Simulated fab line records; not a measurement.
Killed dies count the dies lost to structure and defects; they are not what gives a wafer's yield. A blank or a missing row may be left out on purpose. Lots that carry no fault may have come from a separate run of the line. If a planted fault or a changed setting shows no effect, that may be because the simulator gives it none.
2 desks looking at one fault || flow n5-finfet || numbers are kept per desk, each desk with only its own; the story behind them comes last

THE TOOL OWNER'S DESK: rie-si-03
The tool's own readings at N5_FIN_SAQP_ETCH_65 (etches SiO2 in CF4, target depth 4 nm, time 4.4 s): means of the sampled wafers that have a number, for each lot that ran on this tool. The brackets show how far a lot's mean lies from the usual mean; more than 4 standard deviations puts the lot out of limits, marked OUT.
Columns: A = cf4-flow-sccm at N5_FIN_SAQP_ETCH_65, usual 80.03 sccm; B = drypump-motor-current-A at N5_FIN_SAQP_ETCH_65, usual 5.8 A; C = oes-product-au at N5_FIN_SAQP_ETCH_65, usual 1.007 a.u.; D = throttle-valve-pct at N5_FIN_SAQP_ETCH_65, usual 21.78 %
{"lot": "L518", "first seen here": "day 3 06:43", "A": 80.00, "B": 5.2, "C": 1.006, "D": 21.79}
{"lot": "L522", "first seen here": "day 4 06:11", "A": 79.85, "B": 5.9, "C": 0.978, "D": 21.68}
{"lot": "L523", "first seen here": "day 4 12:40", "A": 79.89, "B": 4.9, "C": 1.031, "D": 21.85}
{"lot": "L526", "first seen here": "day 5 08:15", "A": 80.30, "B": 5.0, "C": 0.984, "D": 21.69}
This desk found nothing out of limits on any of the 4 lots.

FROM THE METROLOGY DESK
Means of the sampled wafers that have a number, per lot and without regard to the tool the lot ran on: this is what the gauges read. The brackets show how far a lot's mean lies from the usual mean; more than 4 standard deviations puts the lot out of limits, marked OUT. Of its 11 readings 7 are shown: those that lie furthest out on some lot.
Columns: A = cd-nm at N5_FIN_SAQP_CD_MEAS_27, usual 20.31 nm; B = DIBL_N at N5_BEOL_M4_RC_MEAS_101, usual 36.2 mV/V; C = DIBL_P at N5_BEOL_M4_RC_MEAS_101, usual 36.2 mV/V; D = IOFF_P at N5_BEOL_M4_RC_MEAS_101, usual 0.21 nA/um; E = SS_N at N5_BEOL_M4_RC_MEAS_101, usual 71.4 mV/dec; F = SS_P at N5_BEOL_M4_RC_MEAS_101, usual 73.2 mV/dec; G = VT_P at N5_BEOL_M4_RC_MEAS_101, usual -251 mV
{"lot": "L517", "first seen here": "day 3 00:35", "A": 20.18, "B": 34.8, "C": 34.7, "D": 0.20, "E": 70.8, "F": 73.0, "G": -251}
{"lot": "L518", "first seen here": "day 3 06:34", "A": 20.15, "B": 37.9, "C": 37.3, "D": 0.26, "E": 71.9, "F": 73.7, "G": -247}
{"lot": "L522", "first seen here": "day 4 06:02", "A": 20.46, "B": 36.7, "C": 37.4, "D": 0.22, "E": 71.7, "F": 73.6, "G": -249}
{"lot": "L523", "first seen here": "day 4 12:26", "A": 20.48, "B": 36.1, "C": 36.6, "D": 0.22, "E": 71.2, "F": 73.0, "G": -252}
{"lot": "L526", "first seen here": "day 5 08:06", "A": 20.04, "B": 34.4, "C": 32.9, "D": 0.15, "E": 70.6, "F": 72.3, "G": -256}
{"lot": "L532", "first seen here": "day 6 17:37", "A": 20.36, "B": 37.6, "C": 35.5, "D": 0.20, "E": 71.4, "F": 73.1, "G": -251}
{"lot": "L533", "first seen here": "day 7 00:41", "A": 20.46, "B": 34.1, "C": 34.8, "D": 0.17, "E": 70.9, "F": 72.9, "G": -254}
This desk found nothing out of limits on any of the 7 lots.

BROUGHT TOGETHER
The tool owner's desk saw nothing out of limits.
From the metrology desk's view, nothing was out of limits.

WHAT WAS PUT IN BY THE SIMULATOR
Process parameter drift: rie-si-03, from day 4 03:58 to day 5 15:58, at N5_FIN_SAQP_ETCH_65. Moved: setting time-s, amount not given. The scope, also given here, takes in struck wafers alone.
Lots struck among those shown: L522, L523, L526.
